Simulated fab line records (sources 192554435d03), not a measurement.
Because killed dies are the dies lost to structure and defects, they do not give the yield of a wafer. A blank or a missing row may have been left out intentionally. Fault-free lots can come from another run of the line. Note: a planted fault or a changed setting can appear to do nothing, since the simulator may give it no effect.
What tool caused it? / flow n5_finfet / Sampling: 24 lots, 72 wafers, 6 of 1938 route steps

== WHAT THE GAUGES READ, wafer by wafer ==
N5_BEOL_M12_OVL_MEAS_11.
lot=L074; measured=day 10 12:20; on=overlay-01; V11_OVL (nm)=10 3 7
lot=L076; measured=day 10 20:36; on=overlay-02; V11_OVL (nm)=-5 -1 -4
lot=L075; measured=day 11 03:04; on=overlay-01; V11_OVL (nm)=1 4 3
lot=L077; measured=day 11 20:13; on=overlay-02; V11_OVL (nm)=3 0 5
lot=L078; measured=day 12 07:02; on=overlay-01; V11_OVL (nm)=1 -3 0
lot=L079; measured=day 12 13:52; on=overlay-01; V11_OVL (nm)=4 0 -1
lot=L080; measured=day 12 15:32; on=overlay-01; V11_OVL (nm)=2 4 -6
lot=L083; measured=day 13 10:04; on=overlay-02; V11_OVL (nm)=-6 -8 -7
lot=L081; measured=day 13 11:47; on=overlay-01; V11_OVL (nm)=1 -2 -5
lot=L084; measured=day 13 16:01; on=overlay-02; V11_OVL (nm)=6 1 3
lot=L082; measured=day 14 00:38; on=overlay-02; V11_OVL (nm)=1 3 -2
lot=L085; measured=day 14 02:47; on=overlay-02; V11_OVL (nm)=8 10 9
lot=L086; measured=day 14 13:17; on=overlay-01; V11_OVL (nm)=1 -5 -5
lot=L087; measured=day 14 19:07; on=overlay-01; V11_OVL (nm)=5 1 10
lot=L088; measured=day 15 00:22; on=overlay-02; V11_OVL (nm)=5 -1 -2
lot=L090; measured=day 15 07:58; on=overlay-01; V11_OVL (nm)=-4 -10 -6
lot=L089; measured=day 15 10:25; on=overlay-02; V11_OVL (nm)=5 2 3
lot=L091; measured=day 15 11:43; on=overlay-02; V11_OVL (nm)=-2 3 2
lot=L093; measured=day 15 13:36; on=overlay-02; V11_OVL (nm)=-1 -1 5
lot=L094; measured=day 15 17:10; on=overlay-01; V11_OVL (nm)=1 -3 3
lot=L096; measured=day 15 17:23; on=overlay-01; V11_OVL (nm)=6 -1 2
lot=L092; measured=day 15 20:53; on=overlay-02; V11_OVL (nm)=5 9 3
lot=L095; measured=day 16 21:25; on=overlay-01; V11_OVL (nm)=-2 9 -5
lot=L097; measured=day 17 12:25; on=overlay-02; V11_OVL (nm)=11 4 3

N5_BEOL_M12_CD_MEAS_28: target cd 160.2 nm.
lot=L074; measured=day 10 13:23; on=cd_sem-01; cd_nm (nm)=157.9 158.6 159.5
lot=L076; measured=day 10 21:37; on=cd_sem-02; cd_nm (nm)=159.1 161.0 159.3
lot=L075; measured=day 11 04:17; on=cd_sem-02; cd_nm (nm)=162.1 159.2 160.7
lot=L077; measured=day 11 21:08; on=cd_sem-03; cd_nm (nm)=161.9 163.4 162.4
lot=L078; measured=day 12 08:04; on=cd_sem-01; cd_nm (nm)=159.8 161.3 157.1
lot=L079; measured=day 12 15:00; on=cd_sem-01; cd_nm (nm)=159.6 162.1 159.5
lot=L080; measured=day 12 16:25; on=cd_sem-01; cd_nm (nm)=161.0 160.0 162.0
lot=L083; measured=day 13 11:04; on=cd_sem-03; cd_nm (nm)=159.7 162.2 159.4
lot=L081; measured=day 13 12:40; on=cd_sem-01; cd_nm (nm)=161.6 160.7 159.8
lot=L084; measured=day 13 16:53; on=cd_sem-02; cd_nm (nm)=158.9 159.2 160.8
lot=L082; measured=day 14 01:55; on=cd_sem-02; cd_nm (nm)=163.3 161.5 160.8
lot=L085; measured=day 14 03:40; on=cd_sem-01; cd_nm (nm)=159.9 160.9 160.4
lot=L086; measured=day 14 14:23; on=cd_sem-03; cd_nm (nm)=161.6 159.9 162.4
lot=L087; measured=day 14 20:00; on=cd_sem-01; cd_nm (nm)=159.0 160.9 160.6
lot=L088; measured=day 15 01:28; on=cd_sem-02; cd_nm (nm)=159.8 161.8 160.1
lot=L090; measured=day 15 08:51; on=cd_sem-01; cd_nm (nm)=159.1 156.8 157.0
lot=L089; measured=day 15 11:17; on=cd_sem-02; cd_nm (nm)=161.1 163.7 161.8
lot=L091; measured=day 15 12:36; on=cd_sem-01; cd_nm (nm)=162.7 162.6 160.2
lot=L093; measured=day 15 15:10; on=cd_sem-02; cd_nm (nm)=160.4 157.7 161.2
lot=L094; measured=day 15 18:13; on=cd_sem-03; cd_nm (nm)=160.4 158.2 162.0
lot=L096; measured=day 15 18:22; on=cd_sem-01; cd_nm (nm)=160.7 159.2 162.0
lot=L092; measured=day 15 21:53; on=cd_sem-01; cd_nm (nm)=159.2 159.1 158.7
lot=L095; measured=day 16 22:19; on=cd_sem-01; cd_nm (nm)=161.7 158.6 160.8
lot=L097; measured=day 17 13:17; on=cd_sem-01; cd_nm (nm)=160.3 158.5 159.9

N5_BEOL_M12_THK_MEAS_50: measures by xrf.
lot=L074; measured=day 10 16:48; on=film_metro-01; M12_THK (nm)=319 318 318
lot=L076; measured=day 11 03:14; on=film_metro-01; M12_THK (nm)=317 321 315
lot=L075; measured=day 11 06:26; on=film_metro-01; M12_THK (nm)=324 322 322
lot=L077; measured=day 12 03:02; on=film_metro-01; M12_THK (nm)=322 324 322
lot=L078; measured=day 12 11:37; on=film_metro-01; M12_THK (nm)=320 316 321
lot=L079; measured=day 12 19:52; on=film_metro-01; M12_THK (nm)=321 323 315
lot=L080; measured=day 12 20:25; on=film_metro-01; M12_THK (nm)=320 322 321
lot=L083; measured=day 13 13:56; on=film_metro-01; M12_THK (nm)=317 327 315
lot=L081; measured=day 13 19:58; on=film_metro-01; M12_THK (nm)=324 320 324
lot=L084; measured=day 13 22:04; on=film_metro-01; M12_THK (nm)=322 330 328
lot=L082; measured=day 14 04:55; on=film_metro-02; M12_THK (nm)=313 316 321
lot=L085; measured=day 14 08:10; on=film_metro-01; M12_THK (nm)=318 324 316
lot=L086; measured=day 14 17:20; on=film_metro-02; M12_THK (nm)=313 322 320
lot=L087; measured=day 14 22:36; on=film_metro-02; M12_THK (nm)=317 319 323
lot=L088; measured=day 15 07:13; on=film_metro-01; M12_THK (nm)=318 320 321
lot=L090; measured=day 15 11:54; on=film_metro-01; M12_THK (nm)=317 322 332
lot=L089; measured=day 15 14:46; on=film_metro-01; M12_THK (nm)=318 316 317
lot=L091; measured=day 15 15:52; on=film_metro-01; M12_THK (nm)=322 322 321
lot=L093; measured=day 15 18:51; on=film_metro-02; M12_THK (nm)=327 320 326
lot=L094; measured=day 15 21:10; on=film_metro-01; M12_THK (nm)=317 330 318
lot=L096; measured=day 15 21:34; on=film_metro-01; M12_THK (nm)=323 319 318
lot=L092; measured=day 16 01:46; on=film_metro-02; M12_THK (nm)=332 315 314
lot=L095; measured=day 17 02:55; on=film_metro-02; M12_THK (nm)=324 319 326
lot=L097; measured=day 17 16:03; on=film_metro-02; M12_THK (nm)=319 328 322

== WHAT TOOL EACH LOT RAN ON (gives the tool, then ch and the chambers of the sampled wafers, and finally the start) ==
lot=L074; N5_BEOL_M11_PRE_CLEAN_45=pvd_sputter-03, day 10 07:45; N5_BEOL_M12_PRE_CLEAN_42=pvd_sputter-01, day 10 15:45; N5_BEOL_M12_SPUTTER_44=pvd_sputter-01, day 10 15:52
lot=L076; N5_BEOL_M11_PRE_CLEAN_45=pvd_sputter-03, day 10 18:29; N5_BEOL_M12_PRE_CLEAN_42=pvd_sputter-03, day 11 01:47; N5_BEOL_M12_SPUTTER_44=pvd_sputter-03, day 11 01:55
lot=L075; N5_BEOL_M11_PRE_CLEAN_45=pvd_sputter-03, day 11 00:29; N5_BEOL_M12_PRE_CLEAN_42=pvd_sputter-03, day 11 05:23; N5_BEOL_M12_SPUTTER_44=pvd_sputter-03, day 11 05:30
lot=L077; N5_BEOL_M11_PRE_CLEAN_45=pvd_sputter-02, day 11 17:57; N5_BEOL_M12_PRE_CLEAN_42=pvd_sputter-01, day 12 01:58; N5_BEOL_M12_SPUTTER_44=pvd_sputter-01, day 12 02:05
lot=L078; N5_BEOL_M11_PRE_CLEAN_45=pvd_sputter-03, day 12 04:36; N5_BEOL_M12_PRE_CLEAN_42=pvd_sputter-03, day 12 10:34; N5_BEOL_M12_SPUTTER_44=pvd_sputter-03, day 12 10:41
lot=L079; N5_BEOL_M11_PRE_CLEAN_45=pvd_sputter-03, day 12 11:02; N5_BEOL_M12_PRE_CLEAN_42=pvd_sputter-02, day 12 18:49; N5_BEOL_M12_SPUTTER_44=pvd_sputter-02, day 12 18:56
lot=L080; N5_BEOL_M11_PRE_CLEAN_45=pvd_sputter-01, day 12 12:14; N5_BEOL_M12_PRE_CLEAN_42=pvd_sputter-03, day 12 19:05; N5_BEOL_M12_SPUTTER_44=pvd_sputter-03, day 12 19:12
lot=L083; N5_BEOL_M11_PRE_CLEAN_45=pvd_sputter-02, day 13 04:17; N5_BEOL_M12_PRE_CLEAN_42=pvd_sputter-02, day 13 12:53; N5_BEOL_M12_SPUTTER_44=pvd_sputter-02, day 13 13:00
lot=L081; N5_BEOL_M11_PRE_CLEAN_45=pvd_sputter-03, day 13 09:26; N5_BEOL_M12_PRE_CLEAN_42=pvd_sputter-01, day 13 18:55; N5_BEOL_M12_SPUTTER_44=pvd_sputter-01, day 13 19:02
lot=L084; N5_BEOL_M11_PRE_CLEAN_45=pvd_sputter-02, day 13 13:42; N5_BEOL_M12_PRE_CLEAN_42=pvd_sputter-02, day 13 20:08; N5_BEOL_M12_SPUTTER_44=pvd_sputter-02, day 13 20:15
lot=L082; N5_BEOL_M11_PRE_CLEAN_45=pvd_sputter-01, day 13 22:31; N5_BEOL_M12_PRE_CLEAN_42=pvd_sputter-03, day 14 03:52; N5_BEOL_M12_SPUTTER_44=pvd_sputter-03, day 14 03:59
lot=L085; N5_BEOL_M11_PRE_CLEAN_45=pvd_sputter-01, day 14 00:12; N5_BEOL_M12_PRE_CLEAN_42=pvd_sputter-02, day 14 07:07; N5_BEOL_M12_SPUTTER_44=pvd_sputter-02, day 14 07:14
lot=L086; N5_BEOL_M11_PRE_CLEAN_45=pvd_sputter-01, day 14 10:54; N5_BEOL_M12_PRE_CLEAN_42=pvd_sputter-01, day 14 16:18; N5_BEOL_M12_SPUTTER_44=pvd_sputter-01, day 14 16:26
lot=L087; N5_BEOL_M11_PRE_CLEAN_45=pvd_sputter-03, day 14 16:57; N5_BEOL_M12_PRE_CLEAN_42=pvd_sputter-02, day 14 21:32; N5_BEOL_M12_SPUTTER_44=pvd_sputter-02, day 14 21:40
lot=L088; N5_BEOL_M11_PRE_CLEAN_45=pvd_sputter-03, day 14 21:58; N5_BEOL_M12_PRE_CLEAN_42=pvd_sputter-01, day 15 06:10; N5_BEOL_M12_SPUTTER_44=pvd_sputter-01, day 15 06:17
lot=L090; N5_BEOL_M11_PRE_CLEAN_45=pvd_sputter-01, day 15 03:53; N5_BEOL_M12_PRE_CLEAN_42=pvd_sputter-01, day 15 10:51; N5_BEOL_M12_SPUTTER_44=pvd_sputter-01, day 15 10:58
lot=L089; N5_BEOL_M11_PRE_CLEAN_45=pvd_sputter-02, day 15 07:26; N5_BEOL_M12_PRE_CLEAN_42=pvd_sputter-03, day 15 13:42; N5_BEOL_M12_SPUTTER_44=pvd_sputter-03, day 15 13:49
lot=L091; N5_BEOL_M11_PRE_CLEAN_45=pvd_sputter-03, day 15 08:02; N5_BEOL_M12_PRE_CLEAN_42=pvd_sputter-02, day 15 14:49; N5_BEOL_M12_SPUTTER_44=pvd_sputter-02, day 15 14:56
lot=L093; N5_BEOL_M11_PRE_CLEAN_45=pvd_sputter-03, day 15 11:06; N5_BEOL_M12_PRE_CLEAN_42=pvd_sputter-03, day 15 17:47; N5_BEOL_M12_SPUTTER_44=pvd_sputter-03, day 15 17:55
lot=L094; N5_BEOL_M11_PRE_CLEAN_45=pvd_sputter-01, day 15 14:23; N5_BEOL_M12_PRE_CLEAN_42=pvd_sputter-02, day 15 20:07; N5_BEOL_M12_SPUTTER_44=pvd_sputter-02, day 15 20:14
lot=L096; N5_BEOL_M11_PRE_CLEAN_45=pvd_sputter-01, day 15 14:28; N5_BEOL_M12_PRE_CLEAN_42=pvd_sputter-02, day 15 20:31; N5_BEOL_M12_SPUTTER_44=pvd_sputter-02, day 15 20:38
lot=L092; N5_BEOL_M11_PRE_CLEAN_45=pvd_sputter-03, day 15 18:33; N5_BEOL_M12_PRE_CLEAN_42=pvd_sputter-02, day 16 00:40; N5_BEOL_M12_SPUTTER_44=pvd_sputter-02, day 16 00:47
lot=L095; N5_BEOL_M11_PRE_CLEAN_45=pvd_sputter-02, day 16 19:00; N5_BEOL_M12_PRE_CLEAN_42=pvd_sputter-03, day 17 01:47; N5_BEOL_M12_SPUTTER_44=pvd_sputter-03, day 17 01:54
lot=L097; N5_BEOL_M11_PRE_CLEAN_45=pvd_sputter-01, day 17 10:04; N5_BEOL_M12_PRE_CLEAN_42=pvd_sputter-02, day 17 14:59; N5_BEOL_M12_SPUTTER_44=pvd_sputter-02, day 17 15:07
- N5_BEOL_M11_PRE_CLEAN_45: time 30 s.
- N5_BEOL_M12_PRE_CLEAN_42: time 30 s.
- N5_BEOL_M12_SPUTTER_44: material Ta, target thk 10 nm, time 16.13 s.

== AS READ BY THE TOOLS THEMSELVES (means over the sampled wafers that have a number; for cases with no such wafer, the mark the record gives instead) ==
N5_BEOL_M11_PRE_CLEAN_45.
lot=L074; tool=pvd_sputter-03; heater_power_w (W)=329
lot=L076; tool=pvd_sputter-03; heater_power_w (W)=335
lot=L075; tool=pvd_sputter-03; heater_power_w (W)=315
lot=L077; tool=pvd_sputter-02; heater_power_w (W)=340
lot=L078; tool=pvd_sputter-03; heater_power_w (W)=349
lot=L079; tool=pvd_sputter-03; heater_power_w (W)=323
lot=L080; tool=pvd_sputter-01; heater_power_w (W)=310
lot=L083; tool=pvd_sputter-02; heater_power_w (W)=337
lot=L081; tool=pvd_sputter-03; heater_power_w (W)=340
lot=L084; tool=pvd_sputter-02; heater_power_w (W)=325
lot=L082; tool=pvd_sputter-01; heater_power_w (W)=316
lot=L085; tool=pvd_sputter-01; heater_power_w (W)=331
lot=L086; tool=pvd_sputter-01; heater_power_w (W)=315
lot=L087; tool=pvd_sputter-03; heater_power_w (W)=326
lot=L088; tool=pvd_sputter-03; heater_power_w (W)=336
lot=L090; tool=pvd_sputter-01; heater_power_w (W)=311
lot=L089; tool=pvd_sputter-02; heater_power_w (W)=337
lot=L091; tool=pvd_sputter-03; heater_power_w (W)=328
lot=L093; tool=pvd_sputter-03; heater_power_w (W)=295
lot=L094; tool=pvd_sputter-01; heater_power_w (W)=308
lot=L096; tool=pvd_sputter-01; heater_power_w (W)=339
lot=L092; tool=pvd_sputter-03; heater_power_w (W)=337
lot=L095; tool=pvd_sputter-02; heater_power_w (W)=318
lot=L097; tool=pvd_sputter-01; heater_power_w (W)=339

N5_BEOL_M12_PRE_CLEAN_42.
lot=L074; tool=pvd_sputter-01; heater_power_w (W)=312
lot=L076; tool=pvd_sputter-03; heater_power_w (W)=302
lot=L075; tool=pvd_sputter-03; heater_power_w (W)=340
lot=L077; tool=pvd_sputter-01; heater_power_w (W)=339
lot=L078; tool=pvd_sputter-03; heater_power_w (W)=288
lot=L079; tool=pvd_sputter-02; heater_power_w (W)=337
lot=L080; tool=pvd_sputter-03; heater_power_w (W)=336
lot=L083; tool=pvd_sputter-02; heater_power_w (W)=328
lot=L081; tool=pvd_sputter-01; heater_power_w (W)=339
lot=L084; tool=pvd_sputter-02; heater_power_w (W)=314
lot=L082; tool=pvd_sputter-03; heater_power_w (W)=288
lot=L085; tool=pvd_sputter-02; heater_power_w (W)=325
lot=L086; tool=pvd_sputter-01; heater_power_w (W)=314
lot=L087; tool=pvd_sputter-02; heater_power_w (W)=324
lot=L088; tool=pvd_sputter-01; heater_power_w (W)=312
lot=L090; tool=pvd_sputter-01; heater_power_w (W)=334
lot=L089; tool=pvd_sputter-03; heater_power_w (W)=300
lot=L091; tool=pvd_sputter-02; heater_power_w (W)=302
lot=L093; tool=pvd_sputter-03; heater_power_w (W)=307
lot=L094; tool=pvd_sputter-02; heater_power_w (W)=303
lot=L096; tool=pvd_sputter-02; heater_power_w (W)=335
lot=L092; tool=pvd_sputter-02; heater_power_w (W)=319
lot=L095; tool=pvd_sputter-03; heater_power_w (W)=308
lot=L097; tool=pvd_sputter-02; heater_power_w (W)=322

N5_BEOL_M12_SPUTTER_44.
lot=L074; tool=pvd_sputter-01; substrate_temp_c (C)=50.09; throttle_valve_pct (%)=30.5
lot=L076; tool=pvd_sputter-03; substrate_temp_c (C)=50.08; throttle_valve_pct (%)=29.1
lot=L075; tool=pvd_sputter-03; substrate_temp_c (C)=49.94; throttle_valve_pct (%)=29.3
lot=L077; tool=pvd_sputter-01; substrate_temp_c (C)=50.03; throttle_valve_pct (%)=30.2
lot=L078; tool=pvd_sputter-03; substrate_temp_c (C)=50.00; throttle_valve_pct (%)=28.9
lot=L079; tool=pvd_sputter-02; substrate_temp_c (C)=49.88; throttle_valve_pct (%)=28.9
lot=L080; tool=pvd_sputter-03; substrate_temp_c (C)=50.10; throttle_valve_pct (%)=29.4
lot=L083; tool=pvd_sputter-02; substrate_temp_c (C)=49.95; throttle_valve_pct (%)=29.7
lot=L081; tool=pvd_sputter-01; substrate_temp_c (C)=50.01; throttle_valve_pct (%)=31.1
lot=L084; tool=pvd_sputter-02; substrate_temp_c (C)=50.01; throttle_valve_pct (%)=29.3
lot=L082; tool=pvd_sputter-03; substrate_temp_c (C)=50.10; throttle_valve_pct (%)=29.0
lot=L085; tool=pvd_sputter-02; substrate_temp_c (C)=49.89; throttle_valve_pct (%)=29.1
lot=L086; tool=pvd_sputter-01; substrate_temp_c (C)=49.96; throttle_valve_pct (%)=29.9
lot=L087; tool=pvd_sputter-02; substrate_temp_c (C)=50.05; throttle_valve_pct (%)=29.1
lot=L088; tool=pvd_sputter-01; substrate_temp_c (C)=50.06; throttle_valve_pct (%)=30.5
lot=L090; tool=pvd_sputter-01; substrate_temp_c (C)=49.88; throttle_valve_pct (%)=30.7
lot=L089; tool=pvd_sputter-03; substrate_temp_c (C)=50.02; throttle_valve_pct (%)=29.1
lot=L091; tool=pvd_sputter-02; substrate_temp_c (C)=50.05; throttle_valve_pct (%)=29.0
lot=L093; tool=pvd_sputter-03; substrate_temp_c (C)=49.98; throttle_valve_pct (%)=29.2
lot=L094; tool=pvd_sputter-02; substrate_temp_c (C)=49.93; throttle_valve_pct (%)=28.9
lot=L096; tool=pvd_sputter-02; substrate_temp_c (C)=49.91; throttle_valve_pct (%)=29.2
lot=L092; tool=pvd_sputter-02; substrate_temp_c (C)=49.99; throttle_valve_pct (%)=29.3
lot=L095; tool=pvd_sputter-03; substrate_temp_c (C)=50.02; throttle_valve_pct (%)=29.0
lot=L097; tool=pvd_sputter-02; substrate_temp_c (C)=50.00; throttle_valve_pct (%)=28.8

== THE ANSWER, worked out from the rows above alone ==
Rule: the lots themselves supply what counts as usual. Put in order of their means at a reading, lots are off if they are a third of the lots or fewer, leave a main group of 4 or more, and stand apart from it by a gap of 3 or more times the standard deviation of the main group's means; of several such gaps the widest counts. A main group is skipped when, at the precision printed for the reading in the tables above, its means are all equal. Also off: a lot with no number at a reading for which 4 or more lots have one. Where the step has rows for the other lots, those lots are counted as sound. First the gauges in route order, then the tools' own readings, where a lot's mean is used as printed above. The first step at which some lot is off is used, and at that step the reading that is off furthest; a lot without a number counts as furthest.
No lot is off at any reading shown: from this, nothing can be told.

== WHAT THE SIMULATOR HAD PUT IN ==
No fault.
